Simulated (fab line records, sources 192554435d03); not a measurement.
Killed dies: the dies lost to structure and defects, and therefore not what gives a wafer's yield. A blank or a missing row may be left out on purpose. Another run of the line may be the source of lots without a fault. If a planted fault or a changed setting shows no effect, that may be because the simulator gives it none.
fab line records	flow n5_finfet
record lots=8	wafers=24	last_day=19
route steps=1938 shown MOL_CONTACT_COAG@547 BEOL_M4@1111 PASSIVATION@1936
lots that met no fault: from a run of the same line without faults
start_h: hours from the record's first day to the start of the lot's first wafer shown	wait_h: hours since the lot's step before	" unchanged from the row above	L1.1+2: several wafers, shown together as one row	- either no value or no given start	* or withheld: withheld	< > ~ a bound
route shown NAME@n: a module of which the file shows steps, and the number in the route of the first	usual: mean and standard deviation over wafers with no fault	same: alike in all rows	chamber/n: place in a boat	sites: per-site readings	_std_site: their standard deviation	_edge_site: outer sites' mean less inner sites'	radius_mm: for every site, how far away it sits from the centre of the wafer	mask NAME#n: copy n	behind: tool/chamber where the wafer was last shaped	hold: reason for holding the lot/hours on hold/outcome of the hold	device: the n, p or np transistor that did not switch	end of line: the same wafers' tests at the end of the route	step lacking rows: just its recipe	killed: dies lost to structure and defects at the first sort, not the wafer's yield	map: per-die view of a wafer (x killed, . not killed, _ where there is no die)
set.NAME: the setting the step ran with; set.NAME@STEP: the setting that earlier step ran with	model.NAME: the simulator's own value behind a step, which no gauge read
the route's steps for a sample of lots (tables are steps, rows are wafers)
services: when a tool's chamber went out of use (start_h, in hours from the record's first day, below 0 if earlier), for how many hours, and the reason
## steps
# step N5_MOL_CONTACT_COAG_SPUTTER_143
# recipe material=Co	target_thk_a=25	temp_c=25	chamber_pressure_pa=0.2
# usual throttle_valve_pct=30.1/0.95
lot.wafer	tool	chamber	start_h	wait_h	throttle_valve_pct
L850.3	pvd_sputter-02	-	91.91	0.0	29.7
L850.5	"	-	"	"	30.7
L850.6	"	-	"	"	29.8
L851.2	pvd_sputter-01	-	99.54	0.0	28.7
L851.3	"	-	"	"	30.1
L851.5	"	-	"	"	29.3
L852.1	pvd_sputter-01	-	104.13	0.0	30.0
L852.2	"	-	"	"	31.9
L852.6	"	-	"	"	31.9
L855.1	pvd_sputter-01	-	120.23	0.0	30.3
L855.3	"	-	"	"	28.8
L855.6	"	-	"	"	30.2
L864.3	pvd_sputter-03	-	178.75	0.0	28.5
L864.5	"	-	"	"	28.5
L864.6	"	-	"	"	31.0
L866.1	pvd_sputter-03	-	189.63	0.0	30.2
L866.3	"	-	"	"	30.6
L866.5	"	-	"	"	29.9
L869.1	pvd_sputter-02	-	207.92	0.0	30.5
L869.3	"	-	"	"	29.6
L869.5	"	-	"	"	30.4
L873.1	pvd_sputter-03	-	234.35	0.0	30.7
L873.3	"	-	"	"	28.7
L873.6	"	-	"	"	30.0
# step N5_MOL_CONTACT_COAG_CMP_23
# recipe stop_on=SiO2	t_overpolish_s=1.5	post_cmp_clean=cu_alkaline	down_force_psi=2	platen_rpm=50.289	pad_velocity_m_s=1.0006	target_thk_nm=0
# usual motor_current_A=8.0/0.78	overpolish_run_s=1.499/0.0087	pad_life_wafers=1098/540	slurry_filter_dp_kPa=13.49/0.14	time_to_endpoint_s=9.8/2.2
lot.wafer	tool	chamber	start_h	wait_h	motor_current_A	overpolish_run_s	pad_life_wafers	slurry_filter_dp_kPa	time_to_endpoint_s
L850.3	cmp-03	0	94.35	0.1	9.2	1.501	1011	13.61	10.1
L850.5	"	1	"	"	6.7	1.498	-	13.59	12.3
L850.6	"	2	"	"	8.5	1.497	-	13.50	11.5
L851.2	cmp-03	1	103.65	0.1	6.7	1.497	1116	13.65	9.7
L851.3	"	3	"	"	8.4	1.503	1118	13.41	7.6
L851.5	"	1	"	"	6.6	1.501	-	13.25	9.1
L852.2	cmp-03	1	106.47	0.0	6.6	1.492	1146	13.56	9.8
L852.1	"	0	"	"	9.7	1.502	1149	13.59	11.9
L852.6	"	1	"	"	6.5	1.508	-	13.42	8.9
L855.1	cmp-03	3	122.93	0.0	8.7	1.502	1284	13.40	6.6
L855.3	"	2	"	"	8.2	1.506	1287	13.28	8.7
L855.6	"	0	"	"	9.4	1.498	-	13.47	3.4
L864.3	cmp-03	1	183.00	0.1	6.6	1.471	1785	13.27	8.6
L864.6	"	2	"	"	8.2	1.510	-	13.64	9.4
L864.5	"	3	"	"	8.6	1.496	-	13.36	6.5
L866.3	cmp-02	1	193.87	0.0	7.5	1.501	906	13.40	10.6
L866.1	"	2	"	"	8.1	1.495	907	13.38	9.6
L866.5	"	2	"	"	7.9	1.498	-	13.42	9.7
L869.3	cmp-04	3	210.85	0.1	8.6	1.511	380	13.43	6.3
L869.1	"	0	"	"	8.3	1.480	381	13.46	8.0
L869.5	"	1	"	"	7.7	1.521	-	13.33	4.5
L873.3	cmp-02	0	237.88	0.1	7.1	1.497	1315	13.54	9.7
L873.1	"	1	"	"	7.3	1.486	1316	13.78	11.4
L873.6	"	3	"	"	8.7	1.485	-	13.88	11.3
# step N5_MOL_CONTACT_COAG_CMP_28
# recipe stop_on=SiNx	t_overpolish_s=0.85	post_cmp_clean=alkaline_brush	down_force_psi=4.15	platen_rpm=51.8	pad_velocity_m_s=1.0307	target_thk_nm=14.522
# usual motor_current_A=12.4/1.2	pad_life_wafers=1148/580	slurry_filter_dp_kPa=13.50/0.12
lot.wafer	tool	chamber	start_h	wait_h	motor_current_A	pad_life_wafers	slurry_filter_dp_kPa
L850.3	cmp-04	3	96.91	1.1	13.4	1778	13.43
L850.5	"	1	"	"	11.6	-	13.58
L850.6	"	2	"	"	13.4	-	13.49
L851.3	cmp-04	1	106.39	0.9	11.6	1866	13.41
L851.2	"	0	"	"	12.5	1869	13.52
L851.5	"	2	"	"	12.2	-	13.32
L852.2	cmp-03	0	108.86	0.8	14.1	1158	13.51
L852.1	"	2	"	"	12.0	1160	13.50
L852.6	"	0	"	"	14.5	-	13.27
L855.3	cmp-02	0	125.39	0.9	11.0	344	13.51
L855.1	"	1	"	"	11.6	345	13.54
L855.6	"	2	"	"	12.2	-	13.26
L864.3	cmp-04	3	186.48	0.8	13.5	180	13.56
L864.6	"	3	"	"	13.2	-	13.59
L864.5	"	0	"	"	12.4	-	13.55
L866.1	cmp-02	2	196.78	0.8	12.5	930	13.55
L866.3	"	3	"	"	13.5	931	13.46
L866.5	"	2	"	"	12.1	-	13.48
L869.3	cmp-04	0	213.24	0.9	12.3	416	13.35
L869.1	"	1	"	"	11.6	417	13.42
L869.5	"	3	"	"	12.6	-	13.38
L873.1	cmp-02	3	240.30	0.9	13.1	1334	13.41
L873.3	"	0	"	"	10.5	1335	13.76
L873.6	"	1	"	"	11.5	-	13.43
# step N5_MOL_CONTACT_COAG_THK_MEAS_29
# recipe reads=SiNx_of_GATE_CUT_PECVD_57+SiNx_of_GATE_CUT_SAC_CAP_01
# usual MD_CAP_THK=17.87/0.079
lot.wafer	tool	chamber	start_h	wait_h	MD_CAP_THK[nm]
L850.3	film_metro-02	-	97.13	-	17.87
L850.5	"	-	"	"	17.88
L850.6	"	-	"	"	17.93
L851.2	film_metro-02	-	106.68	-	17.80
L851.3	"	-	"	"	17.84
L851.5	"	-	"	"	17.94
L852.1	film_metro-02	-	109.15	-	17.91
L852.2	"	-	"	"	16.20
L852.6	"	-	"	"	16.23
L855.1	film_metro-02	-	125.61	-	17.74
L855.3	"	-	"	"	17.82
L855.6	"	-	"	"	16.12
L864.3	film_metro-02	-	186.78	-	17.92
L864.5	"	-	"	"	17.80
L864.6	"	-	"	"	17.86
L866.1	film_metro-01	-	197.08	-	17.70
L866.3	"	-	"	"	17.94
L866.5	"	-	"	"	17.70
L869.1	film_metro-01	-	213.46	-	17.90
L869.3	"	-	"	"	17.90
L869.5	"	-	"	"	17.91
L873.1	film_metro-01	-	240.52	-	17.79
L873.3	"	-	"	"	17.76
L873.6	"	-	"	"	17.85
# step N5_MOL_CONTACT_COAG_CD_MEAS_84
# recipe target_cd_nm=25.1	landing_energy_ev=500	detector=se_inlens	polarity=opening
# usual cd_nm=25.10/0.23
# same landing_energy_ev=500
lot.wafer	tool	chamber	start_h	wait_h	cd_nm
L850.3	cd_sem-01	0	98.03	-	25.33
L850.5	"	0	"	"	25.24
L850.6	"	0	"	"	25.17
L851.2	cd_sem-01	0	107.70	-	25.32
L851.3	"	0	"	"	24.97
L851.5	"	0	"	"	25.05
L852.1	cd_sem-02	0	110.15	-	25.13
L852.2	"	0	"	"	24.91
L852.6	"	0	"	"	24.77
L855.1	cd_sem-03	0	126.49	-	25.08
L855.3	"	0	"	"	24.82
L855.6	"	0	"	"	25.09
L864.3	cd_sem-02	0	190.22	-	25.08
L864.5	"	0	"	"	25.30
L864.6	"	0	"	"	24.98
L866.1	cd_sem-01	0	198.08	-	24.95
L866.3	"	0	"	"	25.16
L866.5	"	0	"	"	25.27
L869.1	cd_sem-03	0	214.48	-	24.99
L869.3	"	0	"	"	24.85
L869.5	"	0	"	"	25.14
L873.1	cd_sem-03	0	241.71	-	25.11
L873.3	"	0	"	"	25.15
L873.6	"	0	"	"	25.44
# step N5_MOL_CONTACT_COAG_ETCH_47
# recipe chemistry=CH3F/O2	target=SiNx	target_depth_a=270	mask_material=SiO2	stop_on=W	over_etch_frac=0.2	ion_energy_ev=120	endpoint=OES-CN	pressure_mtorr=30	source_w=395	bias_w=73	Ar_flow_sccm=150	CH3F_flow_sccm=30	O2_flow_sccm=20	ends=end_point
# usual drypump_motor_current_A=5.7/0.47	etch_rf_on_time_s=31.2/0.54	oes_product_au=0.69/0.081	rf_vpp_V=295/4.9	showerhead_plenum_p_Torr=2.01/0.048	throttle_valve_pct=16.38/0.2
lot.wafer	tool	chamber	start_h	wait_h	drypump_motor_current_A	etch_rf_on_time_s	oes_product_au	rf_hours_counter_h	rf_vpp_V	showerhead_plenum_p_Torr	throttle_valve_pct
L850.3	rie_diel-02	1	98.92	0.0	4.9	31.3	0.64	198	294	1.99	16.42
L850.5	"	0	"	"	5.2	31.5	0.64	-	292	2.06	16.61
L850.6	"	3	"	"	6.4	31.5	0.61	-	294	1.87	16.59
L851.2	rie_diel-02	3	108.63	0.0	6.4	31.7	0.60	250	293	1.87	16.59
L851.3	"	1	"	"	5.0	31.7	0.63	202	293	1.99	16.43
L851.5	"	1	"	"	5.0	31.8	0.63	-	295	1.99	16.43
L852.1	rie_diel-02	1	110.87	0.0	5.0	32.1	0.63	204	294	1.99	16.45
L852.2	"	0	"	"	5.2	28.7	0.63	206	293	2.06	16.62
L852.6	"	0	"	"	5.2	28.6	0.63	-	293	2.06	16.61
L855.1	rie_diel-05	3	127.76	0.0	5.3	29.9	0.84	12	291	2.04	16.07
L855.3	"	1	"	"	5.4	31.0	0.67	154	293	1.98	16.47
L855.6	"	0	"	"	6.2	28.2	0.65	-	298	2.00	16.55
L864.3	rie_diel-05	3	191.04	0.0	5.3	30.1	0.78	33	291	2.03	16.11
L864.5	"	0	"	"	6.2	30.8	0.64	-	298	1.99	16.57
L864.6	"	1	"	"	5.4	31.0	0.66	-	295	1.97	16.52
L866.1	rie_diel-06	0	200.25	0.0	5.8	30.4	0.80	40	301	2.02	16.19
L866.3	"	2	"	"	6.3	31.5	0.62	211	306	1.98	16.50
L866.5	"	0	"	"	5.8	30.4	0.78	-	300	2.02	16.19
L869.1	rie_diel-06	2	215.18	0.0	6.3	31.1	0.63	214	307	1.98	16.48
L869.3	"	1	"	"	5.8	31.0	0.76	48	296	2.04	16.11
L869.5	"	2	"	"	6.3	31.4	0.62	-	304	1.98	16.49
L873.1	rie_diel-06	2	242.42	0.0	6.3	31.3	0.62	223	306	1.97	16.51
L873.3	"	1	"	"	5.7	30.9	0.74	57	294	2.03	16.14
L873.6	"	2	"	"	6.3	31.3	0.62	-	306	1.97	16.53
# step N5_BEOL_M4_RC_MEAS_101
# usual DIBL_N=36.0/1.6	DIBL_P=35.8/2	IOFF_N=0.152/0.03	IOFF_P=0.20/0.031	ION_N=670/12	ION_P=459/7.4	SS_N=71.5/0.56	SS_P=73.2/0.64	VT_N=251/3.5	VT_P=-252/3.3
lot.wafer	tool	chamber	start_h	wait_h	DIBL_N[mV/V]	DIBL_P[mV/V]	IOFF_N[nA/um]	IOFF_P[nA/um]	ION_N[uA/um]	ION_P[uA/um]	SS_N[mV/dec]	SS_P[mV/dec]	VT_N[mV]	VT_P[mV]
L850.3	prober-02	0	200.04	0.3	36.5	36.9	0.170	0.23	681	467	72.2	73.9	246	-247
L850.5	"	0	"	"	36.4	36.1	0.159	0.22	664	457	72.2	73.9	251	-246
L850.6	"	0	"	"	35.1	35.6	0.143	0.22	675	469	72.0	73.2	252	-246
L851.2	prober-02	0	203.82	0.2	36.7	35.8	0.154	0.20	674	462	72.0	73.0	251	-253
L851.3	"	0	"	"	36.7	35.5	0.141	0.19	657	454	71.0	73.0	254	-254
L851.5	"	0	"	"	33.5	31.3	0.101	0.15	650	450	71.0	72.1	255	-256
L852.1	prober-02	0	205.93	0.0	37.0	37.4	0.162	0.21	683	468	70.9	74.1	248	-250
L852.2	"	0	"	"	35.3	34.5	0.136	0.17	675	464	71.0	72.6	249	-253
L852.6	"	0	"	"	35.9	34.9	0.135	0.18	659	451	70.8	73.1	252	-255
L855.1	prober-01	0	238.45	0.0	33.6	34.2	0.113	0.19	644	456	71.4	72.4	255	-247
L855.3	"	0	"	"	36.9	38.5	0.172	0.26	676	473	71.7	73.6	248	-245
L855.6	"	0	"	"	34.7	35.2	0.136	0.21	673	473	71.2	72.9	253	-248
L864.3	prober-01	0	285.29	0.3	34.8	36.5	0.157	0.21	672	461	71.3	72.7	249	-250
L864.5	"	0	"	"	37.0	39.1	0.203	0.26	695	470	71.8	73.6	245	-246
L864.6	"	0	"	"	37.5	39.4	0.224	0.26	686	466	72.0	73.6	243	-248
L866.1	prober-01	0	301.95	0.0	37.7	38.1	0.196	0.22	686	459	71.2	73.9	244	-251
L866.3	"	0	"	"	34.9	35.4	0.150	0.18	691	471	71.1	72.9	247	-252
L866.5	"	0	"	"	34.7	34.2	0.131	0.16	664	449	70.7	72.5	250	-255
L869.1	prober-02	0	317.40	0.0	35.8	34.9	0.155	0.19	680	462	71.8	72.8	249	-252
L869.3	"	0	"	"	33.6	31.3	0.109	0.14	653	449	71.5	73.0	257	-256
L869.5	"	0	"	"	34.9	33.4	0.135	0.17	674	463	71.9	72.8	250	-253
L873.1	prober-02	0	347.34	0.0	34.3	34.4	0.129	0.17	655	454	70.4	72.7	250	-253
L873.3	"	0	"	"	31.8	30.1	0.087	0.11	632	435	71.7	71.6	259	-261
L873.6	"	0	"	"	33.2	32.1	0.113	0.14	658	449	71.2	72.2	255	-258
# step N5_PASSIVATION_PROBE_49
# usual defect_limited_yield=91.6/1.4	killed_at_M0_to_M3=33/10	killed_at_M4_up=13/5.3	killed_at_contacts=13/5.9	killed_at_front_end=36/12	killed_at_other=4/3.1	killed_dies=99/16	killed_open=65/13	killed_short=32/7.3	sort_bin_5_function=4.9/0.9	sort_bin_6_memory=3.1/0.66	sort_bin_8_speed=0.0/0.42	sort_n_pass=1081/17	sort_yield_pct=91.6/1.4
# same gross_dies=1180	killed_at_back_side=0	sort_bin_4_leakage[%]=0
lot.wafer	tool	chamber	start_h	wait_h	defect_limited_yield[%]	killed_at_M0_to_M3	killed_at_M4_up	killed_at_contacts	killed_at_front_end	killed_at_other	killed_dies	killed_open	killed_short	sort_bin_5_function[%]	sort_bin_6_memory[%]	sort_bin_8_speed[%]	sort_n_pass	sort_yield_pct[%]
L866.1	prober-02	-	414.47	0.0	89.7	29	14	6	68	4	121	83	38	6.2	4.0	0	1059	89.7
L866.3	prober-02	-	414.57	0.1	90.7	40	27	10	32	1	110	77	32	5.4	3.6	0	1070	90.7
L866.5	prober-02	-	414.67	0.2	92.6	35	4	16	30	2	87	66	20	4.0	3.4	0	1093	92.6
# killed by level:class
L866.1 STI_FIN_REVEAL:geometric_particle:open=27 FIN_SAQP:geometric_particle:short=9 ILD0:geometric_particle:open=6 BEOL_M3:geometric_particle:open=6 ILD0:geometric_particle:short=5 MOL_CONTACT_COAG:geometric_particle:open=5 BEOL_M4:geometric_particle:open=5 BEOL_M0_SAQP:geometric_particle:short=4
L866.3 BEOL_M2:geometric_particle:open=11 MOL_CONTACT_COAG:geometric_particle:open=8 BEOL_M4:geometric_particle:open=8 BEOL_M0_SAQP:geometric_particle:open=7 STI_FIN_REVEAL:geometric_particle:open=6 BEOL_M1:geometric_particle:open=6 BEOL_M3:geometric_particle:open=5 DUMMY_GATE:geometric_particle:open=4
L866.5 STI_FIN_REVEAL:geometric_particle:open=12 MOL_CONTACT_COAG:geometric_particle:open=12 BEOL_M3:geometric_particle:open=10 BEOL_M2:geometric_particle:open=7 BEOL_M0_SAQP:geometric_particle:open=6 MOL_CONTACT_COAG:geometric_particle:short=4 BEOL_M1:geometric_particle:open=4 DUMMY_GATE:geometric_particle:open=3
## services
tool	chamber	start_h	hours	kind
cmp-02	-	68.98	0.6	repair
pvd_sputter-03	-	79.64	42.5	repair
cmp-02	-	84.20	0.8	repair
cmp-03	-	86.04	1.2	repair
cmp-04	-	91.55	4.4	repair
cmp-02	-	94.97	13.4	pm
rie_diel-02	2	98.10	16.2	repair
cmp-02	-	115.04	3.9	repair
cmp-04	-	126.33	2.0	repair
cmp-04	-	131.62	7.0	repair
cmp-04	-	141.32	3.6	pm
pvd_sputter-01	-	143.59	5.2	repair
cmp-04	-	148.68	4.0	pm
cmp-04	-	155.04	0.3	repair
cmp-04	-	168.52	5.7	pm
cmp-04	-	174.28	2.0	repair
cmp-03	-	205.77	5.1	pm
cmp-03	-	211.24	3.4	pm
cmp-03	-	215.43	0.8	repair
cmp-03	-	216.23	10.9	pm
cmp-03	-	230.18	2.7	repair
cmp-02	-	233.10	2.4	repair
cmp-02	-	237.39	0.2	repair
cmp-03	-	240.72	4.0	pm
## key
first_sign step=N5_MOL_CONTACT_COAG_THK_MEAS_29	reading=MD_CAP_THK	direction=down	sigmas=21	usual=17.87	struck=16.18
effect step=N5_MOL_CONTACT_COAG_ETCH_47	reading=etch_rf_on_time_s	direction=down	sigmas=5	usual=*	struck=*
met_at N5_MOL_CONTACT_COAG_CMP_23
struck_lots L852,L855
struck_wafers L852.2,L852.6,L855.6
not_acting_at N5_MOL_CONTACT_COAG_SPUTTER_143,N5_MOL_CONTACT_COAG_CMP_28,N5_MOL_CONTACT_COAG_CD_MEAS_84
onset_between 103.65 106.47
fault kind=process_parameter_drift	tool=cmp-03	chamber=-	onset_h=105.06	steps=N5_MOL_CONTACT_COAG_CMP_23	channel=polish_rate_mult	offset=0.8	shape=step	end_h=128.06	scope=struck_wafers_only
